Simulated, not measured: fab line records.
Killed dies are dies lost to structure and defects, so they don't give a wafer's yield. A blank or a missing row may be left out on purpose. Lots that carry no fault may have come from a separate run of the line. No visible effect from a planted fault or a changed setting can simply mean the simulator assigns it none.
The same fault as seen by 3 desks -- flow nand harc -- every desk sees just its own numbers, and what lay behind them comes last

== FROM THE METROLOGY DESK ==
What the gauges read for every lot (on any tool): the sampled wafers with a number, averaged. If a lot's mean is further than 4 standard deviations from the usual mean, the lot is out of limits and carries the mark OUT (the distance appears in the brackets).
Columns: A = cd nm at NHARC_A_SLIT_CD_MEAS_21, usual 289.8 nm
lot,first seen here,A
L529,day 19 07:04,290.0
L528,day 19 22:26,289.2
L539,day 23 04:59,289.6
L540,day 23 09:58,288.9
L541,day 23 17:34,289.6
L543,day 25 01:46,289.7
L544,day 25 10:47,290.1
L545,day 25 17:36,290.2
L546,day 26 08:04,290.2
L547,day 26 08:31,289.7
L549,day 27 14:45,290.0
L548,day 27 18:53,289.9
L551,day 28 16:39,289.7
L550,day 28 20:26,288.8
Result from this desk: across the 14 lots, nothing is out of limits.

== THE DEFECT DESK ==
Lot by lot, what the route's inspections counted, given as the mean of those sampled wafers with a number. If a lot's mean is further than 4 standard deviations from the usual mean, the lot is out of limits and carries the mark OUT (the distance appears in the brackets).
Columns: A = raw defect count at NHARC_A_WL_FILL_INSPECT_15, usual 490
lot,first seen here,A
L529,day 20 09:09,457
L528,day 20 22:54,634
L539,day 24 07:07,602
L540,day 24 12:34,453
L541,day 24 21:49,392
L543,day 26 05:31,381
L544,day 26 14:03,726
L545,day 26 18:46,467
L547,day 27 10:20,370
L546,day 27 10:20,514
L549,day 28 18:52,576
L548,day 28 19:00,376
L551,day 29 17:28,729
L550,day 29 21:10,322
Result from this desk: across the 14 lots, nothing is out of limits.

== TOOL OWNER'S DESK, rie metal-03 ==
The tool's own readings at NHARC_A_WL_FILL_ETCHBACK_17 (etches the open film in Cl2/BCl3, target depth 4 nm, time 26.7 s): means of the sampled wafers that have a number, for each lot that ran on this tool. If a lot's mean is further than 4 standard deviations from the usual mean, the lot is out of limits and carries the mark OUT (the distance appears in the brackets).
Columns: A = chamber pressure mTorr at NHARC_A_WL_FILL_ETCHBACK_17, usual 10.000 mTorr; B = drypump motor current A at NHARC_A_WL_FILL_ETCHBACK_17, usual 5.72 A; C = oes product au at NHARC_A_WL_FILL_ETCHBACK_17, usual 1.002 a.u.
lot,first seen here,A,B,C
L529,day 20 01:28,10.002,5.93,0.991
L543,day 25 23:12,9.993,6.02,1.010
L544,day 26 07:31,9.999,6.02,1.013
L545,day 26 12:05,10.001,5.93,1.009
L548,day 28 12:33,9.997,5.94,1.007
Result from this desk: across the 5 lots, nothing is out of limits.

== PUT TOGETHER ==
From the metrology desk's view, nothing was out of limits.
No out-of-limits result turned up at the defect desk.
Nothing out of limits was seen by the tool owner's desk.

== WHAT THE SIMULATOR HAD PUT IN ==
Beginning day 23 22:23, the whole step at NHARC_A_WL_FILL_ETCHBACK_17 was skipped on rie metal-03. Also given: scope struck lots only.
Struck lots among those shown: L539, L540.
